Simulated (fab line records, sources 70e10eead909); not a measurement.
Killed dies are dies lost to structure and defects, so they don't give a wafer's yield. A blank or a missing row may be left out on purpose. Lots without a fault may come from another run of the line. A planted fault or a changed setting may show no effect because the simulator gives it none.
Which tool did it? | flow nand_harc | 7 lots, 21 wafers sampled, at 2 steps of a route of 1159

WHAT THE GAUGES READ, wafer by wafer
NHARC_P_M2_OVL_MEAS_10: pitch 340 nm.
lot  | measured     | on         | overlay_x_nm (nm)
L462 | day 6 17:47  | overlay-02 | -0.1 -0.3 -0.3
L465 | day 7 08:32  | overlay-02 | 0.2 -0.9 -0.2
L470 | day 8 16:42  | overlay-02 | - - -
L475 | day 10 03:14 | overlay-01 | 0.4 0.6 1.3
L477 | day 10 16:22 | overlay-02 | 1.7 1.8 1.9
L480 | day 11 03:22 | overlay-02 | -0.1 -0.3 -0.6
L482 | day 11 14:42 | overlay-01 | 1.7 1.6 1.8

WHICH TOOL RAN EACH LOT (tool, then ch and the chambers of the sampled wafers, then the start)
lot  | NHARC_P_M2_PEB_07
L462 | litho_track-06 ch 0, day 6 17:37
L465 | litho_track-01 ch 0, day 7 08:22
L470 | litho_track-06, day 8 16:32
L475 | litho_track-01 ch 0, day 10 03:04
L477 | litho_track-01 ch 0, day 10 16:11
L480 | litho_track-04 ch 0, day 11 03:11
L482 | litho_track-04 ch 0, day 11 14:32
- NHARC_P_M2_PEB_07: peb time 65 s.

THE ANSWER, worked out from the rows above alone
Rule: what is usual is taken from the lots themselves. Put in order of their means at a reading, lots are off if they are a third of the lots or fewer, leave a main group of 4 or more, and stand apart from it by a gap of 3 or more times the standard deviation of the main group's means; of several such gaps the widest counts. A main group whose means are all the same, to the digits that the tables above print for the reading, isn't used. A lot without any number at a reading at which 4 lots or more have one is off too. The other lots that the step has rows for count as sound.
Off: L470, at NHARC_P_M2_OVL_MEAS_10 (overlay_x_nm). Without a number there: L470. The main group: mean 0.6 nm, standard deviation 0.92.
A tool fits if, at a process step before that reading, it ran every lot that is off, and no sound lot after the first of them. The gauges at NHARC_P_M2_OVL_MEAS_10 are tried like those tools. One fits: litho_track-06 at NHARC_P_M2_PEB_07. Its last sound lot is L462 (day 6 17:37), its first lot that is off L470 (day 8 16:32): a fault that began between those two fits.

WHAT THE SIMULATOR HAD PUT IN
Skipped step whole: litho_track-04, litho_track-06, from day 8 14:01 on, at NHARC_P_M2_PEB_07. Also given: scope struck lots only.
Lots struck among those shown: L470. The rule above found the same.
